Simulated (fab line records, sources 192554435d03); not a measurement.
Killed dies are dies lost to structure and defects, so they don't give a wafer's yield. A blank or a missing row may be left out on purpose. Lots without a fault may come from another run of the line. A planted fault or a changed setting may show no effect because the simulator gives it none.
Split-lot experiment | flow n5_finfet | 7 lots, 21 wafers read, on a route of 1938 steps

THE SPLIT
At N5_BEOL_M15_TRENCH_ETCH_34 (etches SiO2 in C4F8/O2/Ar, target depth 872.93 nm, time 199 s), the setting bias_w was moved away from the recipe's 2040 W on 6 of the 21 wafers read, by -16.7% to +8.6%. The other wafers ran this setting at the recipe's value.

The reading is taken at the split's own step.

THE READING
rf_vpp_V, in V, at N5_BEOL_M15_TRENCH_ETCH_34 (etches SiO2 in C4F8/O2/Ar, target depth 872.93 nm, time 199 s). Fault-free wafers of this fab line usually give 2226 V, standard deviation 25 V.

wafer  | tool, chamber at the split | bias_w as run, W | against the recipe | rf_vpp_V, V | against lot-mates on the recipe
L076.1 | rie_diel-01, 1             | 2040             | recipe             | 2232        | -
L076.2 | rie_diel-01, 2             | 2040             | recipe             | 2221        | -
L076.6 | rie_diel-01, 2             | 1759             | -13.8%             | 1998        | -228
L081.2 | rie_diel-06, 3             | 2040             | recipe             | 2206        | -
L081.5 | rie_diel-06, 1             | 2040             | recipe             | 2239        | -
L081.6 | rie_diel-06, 0             | 2040             | recipe             | 2208        | -
L086.3 | rie_diel-04, 0             | 2040             | recipe             | 2270        | -
L086.4 | rie_diel-04, 1             | 2040             | recipe             | 2260        | -
L086.5 | rie_diel-04, 1             | 1914             | -6.2%              | 2160        | -105
L089.2 | rie_diel-01, 2             | 2040             | recipe             | 2220        | -
L089.3 | rie_diel-01, 3             | 2040             | recipe             | 2266        | -
L089.4 | rie_diel-01, 3             | 2040             | recipe             | 2266        | -
L091.3 | rie_diel-04, 0             | 1699             | -16.7%             | 1996        | -264
L091.4 | rie_diel-04, 1             | 2040             | recipe             | 2260        | -
L091.5 | rie_diel-04, 0             | 1699             | -16.7%             | 1997        | -263
L095.2 | rie_diel-04, 1             | 2040             | recipe             | 2259        | -
L095.4 | rie_diel-04, 0             | 1880             | -7.8%              | 2144        | -71
L095.6 | rie_diel-04, 2             | 2040             | recipe             | 2171        | -
L097.1 | rie_diel-06, 0             | 2040             | recipe             | 2207        | -
L097.3 | rie_diel-06, 1             | 2215             | +8.6%              | 2368        | +162
L097.6 | rie_diel-06, 3             | 2040             | recipe             | 2205        | -

THE FIT
A straight line over all 21 wafers: rf_vpp_V changes by +14.7 V for each +1% of bias_w; r = +0.96; the points scatter about the line by 28 V.
The same after taking each lot's own level away (the mean of its wafers on the recipe; 21 wafers): +16 V for each +1%; r = +0.98; scatter 22 V.
On that fit, the largest move of bias_w shifts the reading by 2.7e+02 V.
The lots' own levels span 2206.0 to 2265.0 V, that is 2.4 times the standard deviation above.
So the lot-to-lot level changes the slope little: the two slopes agree.
Check: with one of the wafers moved furthest among these (-16.7%) left out of the fit, the line predicts -264 V for it against its lot-mates. It came out at -264 V against them.
Tool readings at the split's step, against how far the setting was moved: rf_vpp_V r = +0.96.

OTHER SPLITS ON THESE WAFERS
These wafers also went through other splits before the reading. Each is held against what the fit with the lots' levels taken away leaves over:
other split on the same wafers | wafers away from the commonest value | r with rf_vpp_V (lot level and that fit taken away)
N5_BEOL_M14_ETCH_68 time_s     | 7                                    | +0.05
N5_BEOL_M15_PEB_26 peb_temp_c  | 9                                    | +0.25

THE FILE'S OWN FIT
rf_vpp_V changes by +15.8 V for each +1% of bias_w, r = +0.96.
